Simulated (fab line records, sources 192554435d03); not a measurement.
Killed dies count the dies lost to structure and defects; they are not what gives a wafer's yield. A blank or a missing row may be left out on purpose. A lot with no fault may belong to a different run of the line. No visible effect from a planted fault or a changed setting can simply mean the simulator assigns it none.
fab line records	flow n5Finfet
[record] lots = 7	wafers = 21
route steps=1938 shown BEOL_M1@783 BEOL_M2@843 BEOL_M3@950 BEOL_M5@1140 BEOL_M6@1218
startH: hours from the record's first day to the start of the lot's first wafer shown	waitH: how many hours have passed since the lot's step before this one	" repeats the value in the row above	L1.1+2: a single row standing in for several wafers	- value missing, or start not given	* or withheld: withheld	< > ~ a bound
route shown NAME@n: a module of which the file shows steps, and the number in the route of the first	usual: the fault-free wafers' mean and standard deviation	same: alike in all rows	chamber/n: place in a boat	sites: the reading at each site	_std_site: their standard deviation	_edge_site: inner sites' mean taken away from outer sites' mean	radiusMm: how far each site lies from the wafer's centre	mask NAME#n: copy n	behind: the tool/chamber that last shaped the wafer	hold: what put the lot on hold/how long, in hours/how the hold closed	device: which transistor (n, p or np) failed to switch	end of line: at the end of the route, the tests of the same wafers	where a step has no rows: the recipe by itself	killed: dies lost to structure and defects at the first sort, not the wafer's yield	map: dies across one wafer; x = killed, . = not, _ = none there
set.NAME: the setting as run; set.NAME@STEP: as run at that earlier step	model.NAME: the simulator's own value behind a step, which no gauge read
lots whose settings were changed on purpose; a table a step, a row a wafer
[[steps]]
[step N5_BEOL_M1_EXPOSE_25]
[recipe] maskId = V0	na = 0.33	sourceShape = quasar	sigmaInner = 0.2	sigmaOuter = 0.8	polarization = unpolarized	defocusNm = 5	targetCdNm = 24	doseMj = 63
lot.wafer	tool	chamber	startH	waitH	mask	set.doseMj
L078.2+5	euvScanner-02	0	148.67	-	V0#0	65.35
L078.4	"	0	"	"	V0#0	63
L080.2+4	euvScanner-02	0	164.51	-	V0#0	63
L080.3	"	0	"	"	V0#0	64.41
L083.1+6	euvScanner-02	0	174.48	-	V0#0	59.88
L083.3	"	0	"	"	V0#0	63
L086.1	euvScanner-02	0	195.83	-	V0#0	63
L086.5+6	"	0	"	"	V0#0	58.57
L089.1+3+6	euvScanner-01	0	208.49	-	V0#0	63
L092.2+3+6	euvScanner-02	0	235.83	-	V0#0	63
L094.2	euvScanner-02	0	247.09	-	V0#0	63
L094.4+6	"	0	"	"	V0#0	67.3
[step N5_BEOL_M1_PEB_26]
[recipe] pebTempC = 100	pebTimeS = 60	resist = CAR-EUV
[step N5_BEOL_M1_DEVELOP_27]
[recipe] developTimeS = 30	developer = TMAH	resist = CAR-EUV	rinseLiquid = surfactantRinse	dry = airSpin	devTempC = 23
[step N5_BEOL_M1_CD_MEAS_28]
[recipe] landingEnergyEv = 500	detector = seInlens	targetCdYNm = 23.3
[usual] cdNm = 23.97/0.26
lot.wafer	tool	chamber	startH	waitH	set.doseMj@BEOL_M1_EXPOSE_25	cdNm
L078.2	cdSem-01	0	148.80	-	65.35	24.42
L078.4	"	0	"	"	63	23.75
L078.5	"	0	"	"	65.35	24.57
L080.2	cdSem-03	0	164.65	-	63	24.17
L080.3	"	0	"	"	64.41	24.65
L080.4	"	0	"	"	63	23.95
L083.1	cdSem-03	0	174.63	-	59.88	23.12
L083.3	"	0	"	"	63	24.07
L083.6	"	0	"	"	59.88	22.97
L086.1	cdSem-03	0	195.97	-	63	23.80
L086.5	"	0	"	"	58.57	22.53
L086.6	"	0	"	"	58.57	22.72
L089.1	cdSem-03	0	208.64	-	63	23.71
L089.3	"	0	"	"	63	23.57
L089.6	"	0	"	"	63	23.86
L092.2	cdSem-03	0	235.97	-	63	23.68
L092.3	"	0	"	"	63	24.01
L092.6	"	0	"	"	63	23.70
L094.2	cdSem-03	0	247.23	-	63	23.84
L094.4	"	0	"	"	67.3	25.35
L094.6	"	0	"	"	67.3	25.92
[step N5_BEOL_M1_STRIP_71]
[recipe] chemistry = N2/H2	tempC = 40	n2FlowSccm = 200	h2FlowSccm = 200	rfFrequencyHz = 6e+07
[step N5_BEOL_M1_STRIP_78]
[recipe] chemistry = N2/H2	tempC = 40	n2FlowSccm = 200	h2FlowSccm = 200	rfFrequencyHz = 6e+07
[step N5_BEOL_M1_VIA_ETCH_34]
[recipe] chemistry = C4F6/O2	targetDepthA = 678	maskMaterial = SOC	pressureMtorr = 15	ionEnergyEv = 250	taperDeg = 4	timeS = 64.4	sourceW = 350	biasW = 170	Ar_flow_sccm = 300	C4F6_flow_sccm = 10	O2_flow_sccm = 10
lot.wafer	tool	chamber	startH	waitH	set.doseMj@BEOL_M1_EXPOSE_25	model.BEOL_M1.cdNm
L078.2	rieDiel-02	2	158.34	0.0	65.35	18.8
L078.4	"	3	"	"	63	18.2
L078.5	"	0	"	"	65.35	19
L080.2	rieDiel-03	1	174.86	0.0	63	18.4
L080.3	"	2	"	"	64.41	18.8
L080.4	"	0	"	"	63	18.8
L083.1	rieDiel-02	0	179.39	0.0	59.88	17
L083.3	"	2	"	"	63	18.6
L083.6	"	3	"	"	59.88	16.8
L086.1	rieDiel-06	0	201.20	0.0	63	17.8
L086.5	"	3	"	"	58.57	15.8
L086.6	"	0	"	"	58.57	16.6
L089.1	rieDiel-06	1	216.69	0.0	63	17.6
L089.3+6	"	2	"	"	63	18.2
L092.2+3	rieDiel-03	3,0	245.78	0.0	63	18.6
L092.6	"	3	"	"	63	18.2
L094.2	rieDiel-06	1	254.63	0.0	63	17.8
L094.4	"	2	"	"	67.3	19.8
L094.6	"	0	"	"	67.3	19.2
[step N5_BEOL_M2_PECVD_72]
[recipe] material = SiO2	targetThkA = 160	tempC = 400	precursor = TEOS/O2	pressureTorr = 5.5	rfW = 450	teosFlowSccm = 53.8	gas = O2	flowSccm = 3000	timeS = 18
lot.wafer	tool	chamber	startH	waitH	set.timeS	model.SiO2_of_BEOL_M2_PECVD_72.thkNm
L078.2+5	pecvd-02	0,1	162.50	0.0	18	16
L078.4	"	0	"	"	18	16.6
L080.2	pecvd-04	1	181.43	0.0	19.37	17
L080.3	"	2	"	"	18	15.6
L080.4	"	1	"	"	18	16
L083.1+3	pecvd-04	2,1	185.14	0.0	20.43	18
L083.6	"	2	"	"	18	16
L086.1	pecvd-02	1	205.75	0.0	18	15.6
L086.5	"	0	"	"	19.55	17.8
L086.6	"	2	"	"	19.55	17.6
L089.1	pecvd-01	1	221.26	0.0	18	15.6
L089.3	"	0	"	"	18	15.8
L089.6	"	1	"	"	18	16
L092.2+6	pecvd-02	0,2	251.48	0.0	18	16.4
L092.3	"	1	"	"	18	16
L094.2	pecvd-01	0	259.24	0.0	16.38	14.6
L094.4	"	0	"	"	18	16
L094.6	"	1	"	"	16.38	14.8
[step N5_BEOL_M2_COAT_62]
[recipe] resist = SiARC	tempC = 220	timeS = 60	spinRpm = 1500	resistThkNm = 12
lot.wafer	tool	chamber	startH	waitH	set.spinRpm	model.SiARC_of_BEOL_M2_COAT_62.thkNm
L078.2+4	lithoTrack-02	0	-	-	1404	12.4
L078.5	"	0	"	"	1500	12
L080.2+3	lithoTrack-05	0	-	-	1550	11.8
L080.4	"	0	"	"	1500	12
L083.1	lithoTrack-05	0	-	-	1500	12
L083.3+6	"	0	"	"	1657	11.4
L086.1+5+6	lithoTrack-03	0	-	-	1500	12
L089.1	lithoTrack-05	0	-	-	1423	12.4
L089.3+6	"	0	"	"	1500	12
L092.2+3+6	lithoTrack-03	0	-	-	1500	12
L094.2	lithoTrack-05	0	-	-	1565	11.8
L094.4+6	"	0	"	"	1500	12
[step N5_BEOL_M2_COAT_73]
[recipe] resist = underlayer	tempC = 205	timeS = 60	spinRpm = 1500	resistThkNm = 5
[step N5_BEOL_M2_COAT_05]
[recipe] resist = CAR-EUV	spinRpm = 1500	resistThkNm = 30
[step N5_BEOL_M2_DESCUM_16]
[recipe] chemistry = O2	timeS = 7	sourcePowerW = 50	biasPowerW = 20	pressureMtorr = 20	rfFrequencyHz = 2.712e+07	tempC = 40	resist = CAR-EUV	o2FlowSccm = 225
[step N5_BEOL_M2_ETCH_74]
[recipe] chemistry = N2/H2	target = underlayer	targetDepthA = 65	maskMaterial = CAR-EUV	timeS = 5.2	ionEnergyEv = 200	pressureMtorr = 30	sourceW = 840	biasW = 150	n2FlowSccm = 200	h2FlowSccm = 200	ends = cleared
[step N5_BEOL_M2_ETCH_63]
[recipe] chemistry = CF4	target = SiARC	targetDepthA = 156	maskMaterial = CAR-EUV	timeS = 26	ionEnergyEv = 80	pressureMtorr = 40	sourceW = 545	biasW = 36	Ar_flow_sccm = 100	cf4FlowSccm = 100	ends = cleared
lot.wafer	tool	chamber	startH	waitH	set.spinRpm@BEOL_M2_COAT_62	model.etch.depthNm
L078.2	rieDiel-05	0	163.32	0.0	1404	12.41
L078.4	"	1	"	"	1404	12.45
L078.5	"	2	"	"	1500	12.05
L080.2	rieDiel-05	1	183.47	0.0	1550	11.82
L080.3	"	0	"	"	1550	11.81
L080.4	"	3	"	"	1500	12.03
L083.1	rieDiel-01	2	186.55	0.0	1500	11.97
L083.3	"	0	"	"	1657	11.44
L083.6	"	1	"	"	1657	11.39
L086.1	rieDiel-04	0	207.28	0.0	1500	11.98
L086.5	"	2	"	"	1500	12
L086.6	"	1	"	"	1500	12.02
L089.1	rieDiel-01	3	223.55	0.0	1423	12.39
L089.3	"	1	"	"	1500	12.08
L089.6	"	3	"	"	1500	12.04
L092.2+3	rieDiel-04	3,1	252.86	0.0	1500	11.98
L092.6	"	2	"	"	1500	11.95
L094.2	rieDiel-04	3	260.79	0.0	1565	11.75
L094.4	"	3	"	"	1500	11.98
L094.6	"	1	"	"	1500	11.96
[step N5_BEOL_M2_COAT_22]
[recipe] resist = CAR-EUV	spinRpm = 1500	resistThkNm = 30
lot.wafer	tool	chamber	startH	waitH	set.spinRpm	model.CAR-EUV_of_BEOL_M2_COAT_22.thkNm
L078.2+4	lithoTrack-03	0	-	-	1500	30
L078.5	"	0	"	"	1367	31.4
L080.2	lithoTrack-03	0	-	-	1500	30
L080.3	"	0	"	"	1554	29.6
L080.4	"	0	"	"	1500	29.8
L083.1+3	lithoTrack-03	0	-	-	1500	30
L083.6	"	0	"	"	1500	29.8
L086.1	lithoTrack-03	0	-	-	1397	31.2
L086.5	"	0	"	"	1397	31
L086.6	"	0	"	"	1500	30
L089.1+3	lithoTrack-03	0	-	-	1423	30.8
L089.6	"	0	"	"	1500	30
L092.2+3+6	lithoTrack-02	0	-	-	1500	30
L094.2+6	lithoTrack-03	0	-	-	1500	30
L094.4	"	0	"	"	1450	30.6
[step N5_BEOL_M2_EBR_24]
[recipe] solvent = PGMEA	ebrWidthMm = 1.5
[step N5_BEOL_M2_SOFTBAKE_23]
[recipe] tempC = 110	timeS = 60	resist = CAR-EUV
[step N5_BEOL_M2_EXPOSE_25]
[recipe] maskId = V1	na = 0.33	sourceShape = quasar	sigmaInner = 0.2	sigmaOuter = 0.8	polarization = unpolarized	defocusNm = 5	doseMj = 63
[step N5_BEOL_M2_PEB_26]
[recipe] pebTempC = 100	pebTimeS = 60	resist = CAR-EUV
[step N5_BEOL_M2_DEVELOP_27]
[recipe] developTimeS = 30	developer = TMAH	resist = CAR-EUV	rinseLiquid = surfactantRinse	dry = airSpin	devTempC = 23
lot.wafer	tool	chamber	startH	waitH	set.spinRpm@BEOL_M2_COAT_22	model.CAR-EUV_of_BEOL_M2_COAT_22.thkNm
L078.2	lithoTrack-03	0	-	-	1500	29.4
L078.4	"	0	"	"	1500	29.6
L078.5	"	0	"	"	1367	31
L080.2	lithoTrack-05	0	-	-	1500	29.6
L080.3	"	0	"	"	1554	29
L080.4	"	0	"	"	1500	29.4
L083.1+6	lithoTrack-03	0	-	-	1500	29.4
L083.3	"	0	"	"	1500	29.6
L086.1	lithoTrack-03	0	-	-	1397	30.8
L086.5	"	0	"	"	1397	30.6
L086.6	"	0	"	"	1500	29.6
L089.1+3	lithoTrack-05	0	-	-	1423	30.4
L089.6	"	0	"	"	1500	29.4
L092.2+3+6	lithoTrack-05	0	-	-	1500	29.6
L094.2+6	lithoTrack-05	0	-	-	1500	29.6
L094.4	"	0	"	"	1450	30
[step N5_BEOL_M2_DESCUM_33]
[recipe] chemistry = O2	timeS = 7	sourcePowerW = 50	biasPowerW = 20	pressureMtorr = 20	rfFrequencyHz = 2.712e+07	tempC = 40	resist = CAR-EUV	o2FlowSccm = 225
lot.wafer	tool	chamber	startH	waitH	set.spinRpm@BEOL_M2_COAT_22	model.CAR-EUV_of_BEOL_M2_COAT_22.thkNm
L078.2+4	rieDiel-04	1,0	164.16	0.0	1500	26
L078.5	"	0	"	"	1367	27.6
L080.2	rieDiel-01	0	184.48	0.0	1500	26
L080.3	"	1	"	"	1554	25.6
L080.4	"	3	"	"	1500	25.8
L083.1+3+6	rieDiel-05	0,1,3	187.64	0.0	1500	26
L086.1	rieDiel-01	1	208.28	0.1	1397	27.2
L086.5	"	2	"	"	1397	27
L086.6	"	3	"	"	1500	26
L089.1+3	rieDiel-01	3,2	224.64	0.2	1423	26.8
L089.6	"	0	"	"	1500	26
L092.2+6	rieDiel-01	0,1	254.10	0.4	1500	26
L092.3	"	1	"	"	1500	26.2
L094.2+6	rieDiel-01	0,3	261.94	0.2	1500	26
L094.4	"	2	"	"	1450	26.6
[step N5_BEOL_M3_ETCH_64]
[recipe] chemistry = N2/H2	target = SOC	targetDepthA = 750	overetchA = 150	maskMaterial = SiARC	tempC = 40	timeS = 112.5	ionEnergyEv = 200	pressureMtorr = 30	sourceW = 840	biasW = 150	n2FlowSccm = 200	h2FlowSccm = 200
lot.wafer	tool	chamber	startH	waitH	set.timeS	model.SiARC_of_BEOL_M3_COAT_62.thkNm
L078.2	rieDiel-02	0	208.05	0.0	112.5	7
L078.4	"	3	"	"	120.5	6.4
L078.5	"	0	"	"	120.5	6.6
L080.2	rieDiel-02	2	218.17	0.0	112.5	6.8
L080.3	"	3	"	"	97.03	7.6
L080.4	"	1	"	"	97.03	7.4
L083.1	rieDiel-02	0	223.86	0.0	94.34	7.8
L083.3	"	1	"	"	112.5	6.8
L083.6	"	1	"	"	112.5	6.6
L086.1+5	rieDiel-02	2,1	241.63	0.0	112.5	6.6
L086.6	"	3	"	"	112.5	6.8
L089.1+6	rieDiel-06	0,2	250.76	0.0	132.6	6
L089.3	"	1	"	"	112.5	7
L092.2	rieDiel-03	2	293.48	0.0	112.5	6.6
L092.3	"	0	"	"	112.5	6
L092.6	"	3	"	"	112.5	6.8
L094.2	rieDiel-02	0	317.63	0.0	112.5	6.8
L094.4	"	2	"	"	112.5	6.6
L094.6	"	1	"	"	128	6
[step N5_BEOL_M3_COAT_67]
[recipe] resist = SOC	tempC = 250	timeS = 60	spinRpm = 1500	resistThkNm = 60
lot.wafer	tool	chamber	startH	waitH	set.spinRpm	model.SOC_of_BEOL_M3_COAT_67.thkNm
L078.2+4+5	lithoTrack-04	0	208.53	0.0	1500	60.2
L080.2	lithoTrack-02	0	218.65	0.0	1500	60
L080.3+4	"	0	"	"	1561	59
L083.1+3+6	lithoTrack-01	0	224.25	0.0	1500	60.2
L086.1+5	lithoTrack-01	0	242.02	0.0	1500	60
L086.6	"	0	"	"	1500	59.8
L089.1+3	lithoTrack-02	0	251.24	0.0	1425	61.6
L089.6	"	0	"	"	1500	60.2
L092.2+6	lithoTrack-02	0	293.87	0.0	1500	60.2
L092.3	"	0	"	"	1500	59.8
L094.2	lithoTrack-04	0	318.02	0.0	1500	60.2
L094.4+6	"	0	"	"	1639	57.6
[step N5_BEOL_M3_COAT_68]
[recipe] resist = SiARC	tempC = 220	timeS = 60	spinRpm = 1500	resistThkNm = 12
[step N5_BEOL_M3_COAT_76]
[recipe] resist = underlayer	tempC = 205	timeS = 60	spinRpm = 1500	resistThkNm = 5
[step N5_BEOL_M3_ALD_98]
[recipe] material = SiO2	targetThkA = 25	tempC = 100	aldPrecursorFamily = BDEAS	aldCoReactant = O2-plasma	pulseTimeS = 1	coReactantPulseTimeS = 1	purgeTimeS = 2	coReactantPurgeTimeS = 2	aldCycles = 17	pressureTorr = 2
[step N5_BEOL_M3_ETCHBACK_99]
[recipe] chemistry = CHF3	target = SiO2	targetDepthA = 50	timeS = 10.4	sourceW = 215	biasW = 47	Ar_flow_sccm = 200	CHF3_flow_sccm = 12	ionEnergyEv = 100	pressureMtorr = 30
[step N5_BEOL_M3_ETCH_70]
[recipe] chemistry = N2/H2	target = SOC	targetDepthA = 800	overetchA = 160	maskMaterial = SiARC	tempC = 40	timeS = 120	ionEnergyEv = 200	pressureMtorr = 30	sourceW = 840	biasW = 150	n2FlowSccm = 200	h2FlowSccm = 200
lot.wafer	tool	chamber	startH	waitH	set.spinRpm@BEOL_M3_COAT_67	model.etch.depthNm
L080.2	rieDiel-02	3	223.04	0.0	1500	59.96
L080.3	"	0	"	"	1561	58.93
L080.4	"	1	"	"	1561	58.95
L078.2	rieDiel-06	3	230.39	0.0	1500	60.28
L078.4	"	2	"	"	1500	60.15
L078.5	"	0	"	"	1500	60.16
L083.1	rieDiel-06	1	235.67	0.0	1500	60.24
L083.3	"	0	"	"	1500	60.16
L083.6	"	2	"	"	1500	60.12
L086.1	rieDiel-02	2	254.24	0.0	1500	59.99
L086.5	"	1	"	"	1500	60.09
L086.6	"	2	"	"	1500	59.78
L089.1	rieDiel-06	2	261.52	0.0	1425	61.57
L089.3	"	3	"	"	1425	61.66
L089.6	"	0	"	"	1500	60.28
L092.2	rieDiel-06	0	304.67	0.0	1500	60.15
L092.3	"	2	"	"	1500	59.9
L092.6	"	0	"	"	1500	60.16
L094.2	rieDiel-02	0	322.16	0.0	1500	60.2
L094.4	"	3	"	"	1639	57.59
L094.6	"	0	"	"	1639	57.58
[step N5_BEOL_M5_COAT_66]
[recipe] resist = SiARC	tempC = 220	timeS = 60	spinRpm = 1500	resistThkNm = 12
lot.wafer	tool	chamber	startH	waitH	set.spinRpm	model.SiARC_of_BEOL_M5_COAT_66.thkNm
L080.2	lithoTrack-03	0	-	-	1500	12
L080.3+4	"	0	"	"	1552	11.8
L078.2+4	lithoTrack-03	0	-	-	1404	12.4
L078.5	"	0	"	"	1500	12
L083.1+3+6	lithoTrack-03	0	-	-	1500	12
L086.1+6	lithoTrack-02	0	-	-	1500	12
L086.5	"	0	"	"	1592	11.6
L089.1+3+6	lithoTrack-03	0	-	-	1397	12.4
L094.2+4+6	lithoTrack-01	0	-	-	1500	12
L092.2+3+6	lithoTrack-03	0	-	-	1500	12
[step N5_BEOL_M5_COAT_74]
[recipe] resist = underlayer	tempC = 205	timeS = 60	spinRpm = 1500	resistThkNm = 5
[step N5_BEOL_M5_COAT_22]
[recipe] resist = CAR-EUV	spinRpm = 1500	resistThkNm = 30
[step N5_BEOL_M5_DESCUM_33]
[recipe] chemistry = O2	timeS = 7	sourcePowerW = 50	biasPowerW = 20	pressureMtorr = 20	rfFrequencyHz = 2.712e+07	tempC = 40	resist = CAR-EUV	o2FlowSccm = 225
[step N5_BEOL_M5_ETCH_75]
[recipe] chemistry = N2/H2	target = underlayer	targetDepthA = 65	maskMaterial = CAR-EUV	timeS = 5.2	ionEnergyEv = 200	pressureMtorr = 30	sourceW = 840	biasW = 150	n2FlowSccm = 200	h2FlowSccm = 200	ends = cleared
[step N5_BEOL_M5_ETCH_67]
[recipe] chemistry = CF4	target = SiARC	targetDepthA = 156	maskMaterial = CAR-EUV	timeS = 26	ionEnergyEv = 80	pressureMtorr = 40	sourceW = 545	biasW = 36	Ar_flow_sccm = 100	cf4FlowSccm = 100	ends = cleared
lot.wafer	tool	chamber	startH	waitH	set.spinRpm@BEOL_M5_COAT_66	model.etch.depthNm
L080.2	rieDiel-03	0	270.35	0.0	1500	12.01
L080.3	"	2	"	"	1552	11.8
L080.4	"	3	"	"	1552	11.83
L078.2	rieDiel-02	3	285.94	0.0	1404	12.47
L078.4	"	1	"	"	1404	12.49
L078.5	"	3	"	"	1500	12.07
L083.1	rieDiel-02	3	291.68	0.0	1500	11.98
L083.3	"	0	"	"	1500	12
L083.6	"	2	"	"	1500	11.96
L086.1	rieDiel-06	2	305.15	0.0	1500	12.07
L086.5	"	1	"	"	1592	11.69
L086.6	"	0	"	"	1500	12.04
L089.1	rieDiel-03	0	325.72	0.0	1397	12.5
L089.3	"	1	"	"	1397	12.49
L089.6	"	2	"	"	1397	12.48
L094.2+4	rieDiel-02	3,2	356.60	0.0	1500	12.04
L094.6	"	1	"	"	1500	12.05
L092.2	rieDiel-06	2	358.77	0.0	1500	12.06
L092.3	"	0	"	"	1500	12.09
L092.6	"	3	"	"	1500	12.08
[step N5_BEOL_M6_COAT_63]
[recipe] resist = SOC	tempC = 250	timeS = 60	spinRpm = 1500	resistThkNm = 60
lot.wafer	tool	chamber	startH	waitH	set.spinRpm	model.SOC_of_BEOL_M6_COAT_63.thkNm
L080.2+3+4	lithoTrack-05	0	281.51	0.2	1500	60
L078.2+4	lithoTrack-04	0	298.17	2.3	1500	60.2
L078.5	"	0	"	"	1546	59.2
L083.1	lithoTrack-04	0	302.45	0.9	1403	62.2
L083.3+6	"	0	"	"	1500	60
L086.1+5+6	lithoTrack-04	0	315.74	0.1	1500	60.2
L089.1+3	lithoTrack-05	0	336.54	0.2	1500	59.8
L089.6	"	0	"	"	1500	60
L094.2	lithoTrack-01	0	367.38	0.0	1622	57.4
L094.4	"	0	"	"	1500	59.8
L094.6	"	0	"	"	1622	57.8
L092.2	lithoTrack-04	0	379.84	3.3	1500	60
L092.3+6	"	0	"	"	1500	60.2
[[key]]
[split] step = N5_BEOL_M1_EXPOSE_25	setting = doseMj	stated = 63	by = wafer
[response] step = N5_BEOL_M1_CD_MEAS_28	reading = cdNm	change = +0.213	per = 1%	r = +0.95
[response] step = N5_BEOL_M1_VIA_ETCH_34	reading = model.BEOL_M1.cdNm	change = +0.246	per = 1%	r = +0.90
[split] step = N5_BEOL_M2_PECVD_72	setting = timeS	stated = 18	by = wafer
[response] step = N5_BEOL_M2_PECVD_72	reading = model.SiO2_of_BEOL_M2_PECVD_72.thkNm	change = +0.167	per = 1%	r = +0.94
[split] step = N5_BEOL_M2_COAT_62	setting = spinRpm	stated = 1500	by = wafer
[response] step = N5_BEOL_M2_COAT_62	reading = model.SiARC_of_BEOL_M2_COAT_62.thkNm	change = -0.0601	per = 1%	r = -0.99
[response] step = N5_BEOL_M2_ETCH_63	reading = model.etch.depthNm	change = -0.0566	per = 1%	r = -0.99
[split] step = N5_BEOL_M2_COAT_22	setting = spinRpm	stated = 1500	by = wafer
[response] step = N5_BEOL_M2_COAT_22	reading = model.CAR-EUV_of_BEOL_M2_COAT_22.thkNm	change = -0.154	per = 1%	r = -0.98
[response] step = N5_BEOL_M2_DEVELOP_27	reading = model.CAR-EUV_of_BEOL_M2_COAT_22.thkNm	change = -0.165	per = 1%	r = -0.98
[response] step = N5_BEOL_M2_DESCUM_33	reading = model.CAR-EUV_of_BEOL_M2_COAT_22.thkNm	change = -0.164	per = 1%	r = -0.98
[split] step = N5_BEOL_M3_ETCH_64	setting = timeS	stated = 112.5	by = wafer
[response] step = N5_BEOL_M3_ETCH_64	reading = model.SiARC_of_BEOL_M3_COAT_62.thkNm	change = -0.0579	per = 1%	r = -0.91
[split] step = N5_BEOL_M3_COAT_67	setting = spinRpm	stated = 1500	by = wafer
[response] step = N5_BEOL_M3_COAT_67	reading = model.SOC_of_BEOL_M3_COAT_67.thkNm	change = -0.276	per = 1%	r = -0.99
[response] step = N5_BEOL_M3_ETCH_70	reading = model.etch.depthNm	change = -0.275	per = 1%	r = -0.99
[split] step = N5_BEOL_M5_COAT_66	setting = spinRpm	stated = 1500	by = wafer
[response] step = N5_BEOL_M5_COAT_66	reading = model.SiARC_of_BEOL_M5_COAT_66.thkNm	change = -0.063	per = 1%	r = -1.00
[response] step = N5_BEOL_M5_ETCH_67	reading = model.etch.depthNm	change = -0.0615	per = 1%	r = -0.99
[split] step = N5_BEOL_M6_COAT_63	setting = spinRpm	stated = 1500	by = wafer
[response] step = N5_BEOL_M6_COAT_63	reading = model.SOC_of_BEOL_M6_COAT_63.thkNm	change = -0.3	per = 1%	r = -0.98
